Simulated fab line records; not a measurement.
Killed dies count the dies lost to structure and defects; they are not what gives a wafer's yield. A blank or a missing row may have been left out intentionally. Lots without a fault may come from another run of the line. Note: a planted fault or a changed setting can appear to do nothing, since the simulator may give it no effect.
The tool behind it: which one? :: flow nand_harc :: 7 lots with 21 wafers sampled at 5 steps, on a route of 1159 steps

== WHAT THE GAUGES SHOWED, per wafer ==
NHARC_END_SORT_01.
lot: L178
measured: day 21 06:42
on: prober-01
defect_limited_yield (%): 90.8 82.7 81.4

lot: L179
measured: day 21 05:53
on: prober-02
defect_limited_yield (%): 78.7 91.0 89.1

lot: L180
measured: day 21 15:23
on: prober-02
defect_limited_yield (%): 97.2 97.6 97.6

== EACH LOT AND THE TOOL THAT RAN IT (in order: tool; ch and the chambers of the sampled wafers; start) ==
lot: L172
NHARC_A_BONDPAD_ETCH_24: rie_diel-11 ch 0,2,3, day 18 04:01
NHARC_THIN_TSV_ETCH_15: rie_si-01 ch 0,1,2, day 19 02:46
NHARC_THIN_TSV_STRIP_45: plasma_asher-01 ch 0,1, day 19 03:04
NHARC_THIN_TSV_PRE_CLEAN_50: pvd_sputter-02, no start

lot: L173
NHARC_A_BONDPAD_ETCH_24: rie_diel-11 ch 0,1, day 18 04:23
NHARC_THIN_TSV_ETCH_15: rie_si-06 ch 1,2,3, day 19 03:57
NHARC_THIN_TSV_STRIP_45: plasma_asher-02 ch 0, day 19 04:23
NHARC_THIN_TSV_PRE_CLEAN_50: pvd_sputter-02, no start

lot: L176
NHARC_A_BONDPAD_ETCH_24: rie_diel-03 ch 0,2,3, day 18 06:28
NHARC_THIN_TSV_ETCH_15: rie_si-01 ch 0,3, day 19 05:09
NHARC_THIN_TSV_STRIP_45: plasma_asher-02 ch 0,1, day 19 05:25
NHARC_THIN_TSV_PRE_CLEAN_50: pvd_sputter-02, no start

lot: L178
NHARC_A_BONDPAD_ETCH_24: rie_diel-03 ch 1,2,3, day 19 23:37
NHARC_THIN_TSV_ETCH_15: rie_si-06 ch 1,2, day 20 14:56
NHARC_THIN_TSV_STRIP_45: plasma_asher-02 ch 0, day 20 15:11
NHARC_THIN_TSV_PRE_CLEAN_50: pvd_sputter-02, day 21 06:42 or earlier

lot: L179
NHARC_A_BONDPAD_ETCH_24: rie_diel-03 ch 0,1,3, day 20 00:03
NHARC_THIN_TSV_ETCH_15: rie_si-01 ch 1,3, day 20 16:34
NHARC_THIN_TSV_STRIP_45: plasma_asher-02 ch 0,1, day 20 16:47
NHARC_THIN_TSV_PRE_CLEAN_50: pvd_sputter-02, day 21 05:53 or earlier

lot: L180
NHARC_A_BONDPAD_ETCH_24: rie_diel-11 ch 1,2,3, day 20 06:52
NHARC_THIN_TSV_ETCH_15: rie_si-03 ch 0,2,3, day 21 03:50
NHARC_THIN_TSV_STRIP_45: plasma_asher-02 ch 0,1, day 21 04:02
NHARC_THIN_TSV_PRE_CLEAN_50: pvd_sputter-01, day 21 15:23 or earlier

lot: L187
NHARC_A_BONDPAD_ETCH_24: rie_diel-09 ch 0,2,3, day 22 15:30
NHARC_THIN_TSV_ETCH_15: rie_si-06 ch 0,2,3, day 23 08:05
NHARC_THIN_TSV_STRIP_45: plasma_asher-02 ch 0,1, day 23 08:24
NHARC_THIN_TSV_PRE_CLEAN_50: pvd_sputter-03, no start
- NHARC_A_BONDPAD_ETCH_24: etches the open film in CF4/N2, target depth 30 nm, time 72.99 s.
- NHARC_THIN_TSV_ETCH_15: target depth 3000 nm, bosch target overetch cycles 2, bosch etch step 2.8 s.
- NHARC_THIN_TSV_STRIP_45: strips in O2.
- NHARC_THIN_TSV_PRE_CLEAN_50: time 30 s.

== THE ANSWER, worked out from the rows above alone ==
Rule: the lots themselves supply what counts as usual. Put in order of their means at a reading, lots are off if they are a third of the lots or fewer, leave a main group of 4 or more, and stand apart from it by a gap of 3 or more times the standard deviation of the main group's means; of several such gaps the widest counts. The tables above print the reading to a certain number of digits; a main group whose means all agree to those digits is not used. Also off: a lot with no number at a reading for which 4 or more lots have one. Where the step has rows for the other lots, those lots are counted as sound.
None of the lots is off at any reading shown; this tells nothing.

== WHAT HAD BEEN PUT IN BY THE SIMULATOR ==
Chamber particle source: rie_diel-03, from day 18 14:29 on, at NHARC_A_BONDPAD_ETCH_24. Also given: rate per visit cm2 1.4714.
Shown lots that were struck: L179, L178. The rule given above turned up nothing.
